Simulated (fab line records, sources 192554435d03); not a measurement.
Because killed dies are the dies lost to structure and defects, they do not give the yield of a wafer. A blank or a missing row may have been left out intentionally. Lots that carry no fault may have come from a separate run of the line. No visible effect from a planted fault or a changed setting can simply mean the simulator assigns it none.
Which tool was responsible? | flow n5-finfet | at 1 step of a route of 1938, 10 lots with 29 wafers sampled

## WHAT THE GAUGES READ, wafer by wafer
N5_BEOL_M4_RC_MEAS_101.
lot  | measured     | on        | DIBL_N (mV/V)
L525 | day 8 18:49  | prober-02 | 34.2 36.3 33.9
L526 | day 8 23:21  | prober-02 | 33.7 32.2 35.7
L528 | day 9 12:30  | prober-01 | 36.7 35.7 34.9
L531 | day 10 04:10 | prober-02 | 35.8 37.9 38.2
L535 | day 10 22:27 | prober-01 | 35.6 36.5
L536 | day 11 04:11 | prober-02 | 34.7 35.0 34.6
L537 | day 12 01:01 | prober-01 | 37.8 36.3 36.0
L538 | day 12 03:53 | prober-02 | 34.5 35.9 35.9
L540 | day 12 22:20 | prober-02 | 37.0 38.7 38.2
L545 | day 13 14:01 | prober-01 | 37.1 37.2 38.8

## TOOL THAT RAN EACH LOT (tool first, then ch and the chambers of the sampled wafers, then the start)
Record: no process step prior to these readings.

## THE ANSWER, worked out from the rows above alone
Rule: what is usual is taken from the lots themselves. The widest of any qualifying gaps counts: lots, ordered by their means at a reading, are off when they make up no more than a third of the lots, leave a main group of 4 or more, and stand apart from it by 3 or more times the standard deviation of that group's means. A main group whose means are all the same, to the digits that the tables above print for the reading, isn't used. A lot without any number at a reading at which 4 lots or more have one is off too. Where the step has rows for the other lots, those lots are counted as sound.
Nothing can be told from this: no lot is off at any reading shown.

## WHAT THE SIMULATOR HAD PUT IN
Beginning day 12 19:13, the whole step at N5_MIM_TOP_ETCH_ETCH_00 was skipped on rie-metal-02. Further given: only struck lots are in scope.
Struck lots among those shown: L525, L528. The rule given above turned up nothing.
